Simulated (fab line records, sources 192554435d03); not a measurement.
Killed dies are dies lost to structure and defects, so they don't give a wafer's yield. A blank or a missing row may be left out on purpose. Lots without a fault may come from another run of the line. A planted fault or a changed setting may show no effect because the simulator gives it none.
Split-lot experiment | flow n5_finfet | 7 lots, 21 wafers read, on a route of 1938 steps

THE SPLIT
At N5_BEOL_M3_COAT_05 (resist thk 30 nm), the setting spin_rpm was moved away from the recipe's 1500 rpm on 7 of the 21 wafers read, by -10.9% to +5.3%. The other wafers ran this setting at the recipe's value.

FROM THE SPLIT TO THE READING: what the file shows between them, 2 steps
- N5_BEOL_M3_EXPOSE_08: exposes mask M3 (also split here: dose_mj)
- N5_BEOL_M3_PEB_09: peb time 60 s

THE READING
CAR-EUV_of_BEOL_M3_COAT_05.thk_nm (the simulator's own value, which no gauge read), in nm, at N5_BEOL_M3_DEVELOP_10 (develop time 30 s). The file gives no usual value for it. The 14 wafers here that ran the recipe average 29.5 nm, standard deviation 0.09 nm.

wafer  | tool, chamber at the split | spin_rpm as run, rpm | against the recipe | CAR-EUV_of_BEOL_M3_COAT_05.thk_nm, nm | against lot-mates on the recipe
L074.1 | litho_track-01, 0          | 1500                 | recipe             | 29.4                                  | -
L074.2 | litho_track-01, 0          | 1500                 | recipe             | 29.4                                  | -
L074.3 | litho_track-01, 0          | 1500                 | recipe             | 29.4                                  | -
L076.1 | litho_track-01, 0          | 1500                 | recipe             | 29.6                                  | -
L076.6 | litho_track-01, 0          | 1500                 | recipe             | 29.6                                  | -
L076.2 | litho_track-01, 0          | 1336                 | -10.9%             | 31.4                                  | +1.8
L083.3 | litho_track-01, 0          | 1429                 | -4.7%              | 30.2                                  | +0.6
L083.4 | litho_track-01, 0          | 1500                 | recipe             | 29.6                                  | -
L083.5 | litho_track-01, 0          | 1500                 | recipe             | 29.6                                  | -
L089.1 | litho_track-02, 0          | 1500                 | recipe             | 29.6                                  | -
L089.4 | litho_track-02, 0          | 1500                 | recipe             | 29.6                                  | -
L089.5 | litho_track-02, 0          | 1500                 | recipe             | 29.6                                  | -
L092.1 | litho_track-01, 0          | 1567                 | +4.5%              | 28.8                                  | -0.8
L092.4 | litho_track-01, 0          | 1567                 | +4.5%              | 29                                    | -0.6
L092.6 | litho_track-01, 0          | 1500                 | recipe             | 29.6                                  | -
L095.1 | litho_track-01, 0          | 1579                 | +5.3%              | 29                                    | -0.6
L095.3 | litho_track-01, 0          | 1579                 | +5.3%              | 29                                    | -0.6
L095.4 | litho_track-01, 0          | 1500                 | recipe             | 29.6                                  | -
L096.2 | litho_track-01, 0          | 1500                 | recipe             | 29.6                                  | -
L096.4 | litho_track-01, 0          | 1500                 | recipe             | 29.4                                  | -
L096.5 | litho_track-01, 0          | 1405                 | -6.3%              | 30.6                                  | +1.1

THE FIT
A straight line over all 21 wafers: CAR-EUV_of_BEOL_M3_COAT_05.thk_nm changes by -0.149 nm for each +1% of spin_rpm; r = -0.98; the points scatter about the line by 0.12 nm.
The same after taking each lot's own level away (the mean of its wafers on the recipe; 21 wafers): -0.151 nm for each +1%; r = -0.99; scatter 0.092 nm.
On that fit, the largest move of spin_rpm shifts the reading by 1.7 nm.
The lots' own levels span 29.40 to 29.60 nm, that is 2.2 times the standard deviation above.
So the lot-to-lot level changes the slope little: the two slopes agree.
Check: with one of the wafers moved furthest among these (-10.9%) left out of the fit, the line predicts +1.57 nm for it against its lot-mates. It came out at +1.8 nm against them.

OTHER SPLITS ON THESE WAFERS
These wafers also went through other splits before the reading. Each is held against what the fit with the lots' levels taken away leaves over:
other split on the same wafers | wafers away from the commonest value | r with CAR-EUV_of_BEOL_M3_COAT_05.thk_nm (lot level and that fit taken away)
N5_BEOL_M2_COAT_73 temp_c      | 8                                    | +0.22
N5_BEOL_M3_EXPOSE_08 dose_mj   | 5                                    | -0.24

THE WHOLE CHAIN: every reading that the file lists as answering this split, in the file's order
step                  | what it does      | reading                                                                            | change (the file's fit)               | r (the file's)
N5_BEOL_M3_COAT_05    | resist thk 30 nm  | CAR-EUV_of_BEOL_M3_COAT_05.thk_nm (the simulator's own value, which no gauge read) | -0.155 nm for each +1% of the setting | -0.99
N5_BEOL_M3_DEVELOP_10 | develop time 30 s | CAR-EUV_of_BEOL_M3_COAT_05.thk_nm (the simulator's own value, which no gauge read) | -0.156 nm for each +1% of the setting | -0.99

THE FILE'S OWN FIT
CAR-EUV_of_BEOL_M3_COAT_05.thk_nm changes by -0.156 nm for each +1% of spin_rpm, r = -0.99.
